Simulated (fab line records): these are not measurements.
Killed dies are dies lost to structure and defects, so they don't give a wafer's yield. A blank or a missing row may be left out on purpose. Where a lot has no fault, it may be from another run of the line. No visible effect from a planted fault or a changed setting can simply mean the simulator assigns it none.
Lot-split experiment / flow n5-finfet / 21 wafers read from 7 lots, route of 1938 steps

THE SPLIT ITSELF
At N5_BEOL_M10_TRENCH_ETCH_37 (etches SiCOH lowk in C4F6/O2, target depth 148.83 nm, time 48 s), the setting source-w was moved away from the recipe's 345 W on 5 of the 21 wafers read, by -15.4% to +14.3%. The other wafers ran this setting at the recipe's value.

FROM THE SPLIT TO THE READING: what the file shows between them, 11 steps
- N5_BEOL_M10_ETCH_41: etches SiCN in CH3F/O2, target depth 42.6 nm, time 86 s (also split here: source-w)
- N5_BEOL_M10_STRIP_77: strips in N2/H2, time 10 s
- N5_BEOL_M10_OCD_MEAS_38
- N5_BEOL_M10_HM_STRIP_39: strips TiN in peroxide tin strip, target depth 25 nm, time 158 s
- N5_BEOL_M10_SRD_40: time 30 s
- N5_BEOL_M10_ECD_50: material Cu, target thk 318 nm
- N5_BEOL_M10_ANNEAL_51: time 90 s
- N5_BEOL_M10_CMP_52: polishes, stops on SiCOH lowk, t overpolish 7 s, target thk 140 nm
- N5_BEOL_M10_THK_MEAS_53: measures by xrf
- N5_BEOL_M10_PRE_CLEAN_55: time 15 s
- N5_BEOL_M10_DEP_56: deposits SiCN from 3MS/NH3, target thk 15 nm, time 26.5 s

THE READING
Measured at N5_BEOL_M10_RS_MEAS_57 by four-point probe: M10_RS, in ohm/sq. Fault-free wafers of this fab line usually give 0.151 ohm/sq, standard deviation 0.0037 ohm/sq.

wafer=L081.1; tool, chamber at the split=rie-diel-04, 0; source-w as run, W=292; against the recipe=-15.4%; M10_RS, ohm/sq=0.169; against lot-mates on the recipe=+0.013
wafer=L081.2; tool, chamber at the split=rie-diel-04, 2; source-w as run, W=345; against the recipe=recipe; M10_RS, ohm/sq=0.152; against lot-mates on the recipe=-
wafer=L081.3; tool, chamber at the split=rie-diel-04, 0; source-w as run, W=345; against the recipe=recipe; M10_RS, ohm/sq=0.160; against lot-mates on the recipe=-
wafer=L082.2; tool, chamber at the split=rie-diel-03, 0; source-w as run, W=345; against the recipe=recipe; M10_RS, ohm/sq=0.154; against lot-mates on the recipe=-
wafer=L082.4; tool, chamber at the split=rie-diel-03, 2; source-w as run, W=345; against the recipe=recipe; M10_RS, ohm/sq=0.152; against lot-mates on the recipe=-
wafer=L082.6; tool, chamber at the split=rie-diel-03, 1; source-w as run, W=345; against the recipe=recipe; M10_RS, ohm/sq=0.148; against lot-mates on the recipe=-
wafer=L084.2; tool, chamber at the split=rie-diel-04, 1; source-w as run, W=345; against the recipe=recipe; M10_RS, ohm/sq=0.149; against lot-mates on the recipe=-
wafer=L084.3; tool, chamber at the split=rie-diel-04, 0; source-w as run, W=345; against the recipe=recipe; M10_RS, ohm/sq=0.155; against lot-mates on the recipe=-
wafer=L084.6; tool, chamber at the split=rie-diel-04, 1; source-w as run, W=345; against the recipe=recipe; M10_RS, ohm/sq=0.149; against lot-mates on the recipe=-
wafer=L087.1; tool, chamber at the split=rie-diel-03, 2; source-w as run, W=345; against the recipe=recipe; M10_RS, ohm/sq=0.148; against lot-mates on the recipe=-
wafer=L087.2; tool, chamber at the split=rie-diel-03, 3; source-w as run, W=394.5; against the recipe=+14.3%; M10_RS, ohm/sq=0.139; against lot-mates on the recipe=-0.009
wafer=L087.3; tool, chamber at the split=rie-diel-03, 1; source-w as run, W=345; against the recipe=recipe; M10_RS, ohm/sq=0.148; against lot-mates on the recipe=-
wafer=L090.2; tool, chamber at the split=rie-diel-04, 0; source-w as run, W=345; against the recipe=recipe; M10_RS, ohm/sq=0.148; against lot-mates on the recipe=-
wafer=L090.3; tool, chamber at the split=rie-diel-04, 2; source-w as run, W=345; against the recipe=recipe; M10_RS, ohm/sq=0.146; against lot-mates on the recipe=-
wafer=L090.5; tool, chamber at the split=rie-diel-04, 0; source-w as run, W=345; against the recipe=recipe; M10_RS, ohm/sq=0.145; against lot-mates on the recipe=-
wafer=L092.2; tool, chamber at the split=rie-diel-03, 3; source-w as run, W=296.2; against the recipe=-14.1%; M10_RS, ohm/sq=0.157; against lot-mates on the recipe=+0.012
wafer=L092.4; tool, chamber at the split=rie-diel-03, 3; source-w as run, W=345; against the recipe=recipe; M10_RS, ohm/sq=0.145; against lot-mates on the recipe=-
wafer=L092.6; tool, chamber at the split=rie-diel-03, 2; source-w as run, W=296.2; against the recipe=-14.1%; M10_RS, ohm/sq=0.157; against lot-mates on the recipe=+0.012
wafer=L091.2; tool, chamber at the split=rie-diel-04, 3; source-w as run, W=345; against the recipe=recipe; M10_RS, ohm/sq=0.155; against lot-mates on the recipe=-
wafer=L091.3; tool, chamber at the split=rie-diel-04, 2; source-w as run, W=376.3; against the recipe=+9.1%; M10_RS, ohm/sq=0.147; against lot-mates on the recipe=-0.006
wafer=L091.6; tool, chamber at the split=rie-diel-04, 2; source-w as run, W=345; against the recipe=recipe; M10_RS, ohm/sq=0.150; against lot-mates on the recipe=-

THE FIT
A straight line over all 21 wafers: M10_RS changes by -0.000721 ohm/sq for each +1% of source-w; r = -0.76; the points scatter about the line by 0.0043 ohm/sq.
The same after taking each lot's own level away (the mean of its wafers on the recipe; 21 wafers): -0.00077 ohm/sq for each +1%; r = -0.92; scatter 0.0023 ohm/sq.
According to that fit, moving source-w by its largest amount changes the reading by 0.012 ohm/sq.
Across the lots, their own levels run from 0.1450 to 0.1560 ohm/sq, a range of 3.0 times the standard deviation given above.
So the lot-to-lot level blurs the effect unless lot-mates are compared.
Check: with one of the wafers moved furthest among these (-15.4%) left out of the fit, the line predicts +0.0118 ohm/sq for it against its lot-mates. It came out at +0.013 ohm/sq against them.
Tool readings at the split's step, against how far the setting was moved: rf-vpp-V r = -0.94.

FURTHER SPLITS ON THESE WAFERS
Other splits were also applied to these wafers ahead of the reading. Each is held against what the fit with the lots' levels taken away leaves over:
other split on the same wafers=N5_BEOL_M8_TRENCH_ETCH_37 time-s; wafers away from the commonest value=6; r with M10_RS (lot level and that fit taken away)=+0.15
other split on the same wafers=N5_BEOL_M10_ETCH_41 source-w; wafers away from the commonest value=7; r with M10_RS (lot level and that fit taken away)=+0.06

THE WHOLE CHAIN: every reading that the file lists as answering this split, in the file's order
step=N5_BEOL_M10_TRENCH_ETCH_37; what it does=etches SiCOH lowk in C4F6/O2, target depth 148.83 nm, time 48 s; reading=rf-vpp-V; change (the file's fit)=-3.78 V for each +1% of the setting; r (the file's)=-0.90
step=N5_BEOL_M10_TRENCH_ETCH_37; what it does=etches SiCOH lowk in C4F6/O2, target depth 148.83 nm, time 48 s; reading=BEOL_M10.feature-depth-nm (the simulator's own value, which no gauge read); change (the file's fit)=+0.658 nm for each +1% of the setting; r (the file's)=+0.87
step=N5_BEOL_M10_TRENCH_ETCH_37; what it does=etches SiCOH lowk in C4F6/O2, target depth 148.83 nm, time 48 s; reading=etch.depth-nm (the simulator's own value, which no gauge read); change (the file's fit)=+0.66 nm for each +1% of the setting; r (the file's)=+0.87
step=N5_BEOL_M10_OCD_MEAS_38; what it does=; reading=trench-depth-nm; change (the file's fit)=+0.664 nm for each +1% of the setting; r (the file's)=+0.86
step=N5_BEOL_M10_CMP_52; what it does=polishes, stops on SiCOH lowk, t overpolish 7 s, target thk 140 nm; reading=Cu_of_BEOL_M10_ECD_50.thk-nm (the simulator's own value, which no gauge read); change (the file's fit)=+0.628 nm for each +1% of the setting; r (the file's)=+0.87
step=N5_BEOL_M10_THK_MEAS_53; what it does=measures by xrf; reading=M10_THK; change (the file's fit)=+0.678 for each +1% of the setting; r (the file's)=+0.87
step=N5_BEOL_M10_RS_MEAS_57; what it does=measures by four-point-probe; reading=M10_RS; change (the file's fit)=-0.000753 for each +1% of the setting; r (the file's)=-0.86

FILE'S OWN FIT
M10_RS changes by -0.000753 ohm/sq for each +1% of source-w, r = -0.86.
